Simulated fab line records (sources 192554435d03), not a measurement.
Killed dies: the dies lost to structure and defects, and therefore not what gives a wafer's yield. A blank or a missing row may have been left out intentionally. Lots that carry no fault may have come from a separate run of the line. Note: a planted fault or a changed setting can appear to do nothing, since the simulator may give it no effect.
Matching of chambers    flow n5-finfet    uv-cure-02 running N5_BEOL_M10_CURE_72: 3 sister chambers
The step cures SiCOH lowk, time 120 s. 6 wafers are shown with their chamber, then 9 later ones without.

## WAFERS PAIRED WITH THEIR CHAMBERS
wafer   chamber  wafer_temp_C_max  lamp-power-pct (%)
L080.3  2        371.3             52.32
L080.5  2        372.3             52.22
L093.4  0        371.7             52.29
L093.5  0        371.3             52.36
L092.2  1        371.7             52.37
L092.6  1        373.2             52.32

## WAFERS WITH NO CHAMBER GIVEN
wafer   wafer_temp_C_max  lamp-power-pct (%)
L094.1  371.3             52.35
L094.2  371.9             52.28
L094.3  371.4             52.32
L097.1  373.3             52.37
L097.2  372.6             52.30
L097.5  373.4             52.32
L095.4  372.8             52.34
L095.5  372.8             52.36
L095.6  371.7             52.43

## CHAMBER TAKEN BY EACH
wafer   from the rows above           in truth
L094.1  can't be placed: 0 or 1 or 2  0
L094.2  can't be placed: 2 or 0 or 1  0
L094.3  can't be placed: 0 or 2 or 1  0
L097.1  can't be placed: 1 or 0 or 2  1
L097.2  can't be placed: 1 or 2 or 0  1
L097.5  can't be placed: 1 or 2 or 0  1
L095.4  can't be placed: 1 or 0 or 2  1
L095.5  can't be placed: 1 or 0 or 2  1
L095.6  can't be placed: 1 or 0 or 2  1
0 of 9 placed correctly. Unplaceable from these rows: 9, with the true chamber sitting among the candidates in 9. Wrongly placed: 0.
How it was worked out, from the rows above alone: a wafer's distance from a chamber is the root of the sum, over the readings, of the square of ((its reading less the chamber's mean) divided by the reading's scatter). The wafer belongs to the nearest chamber; if the next one is less than 2 further off, it can't be placed. The mean given for a chamber averages the wafers shown for that chamber. The scatter is the square root of a quotient: the sum, over the shown wafers, of each reading's squared deviation from its chamber's mean, divided by wafers minus chambers.
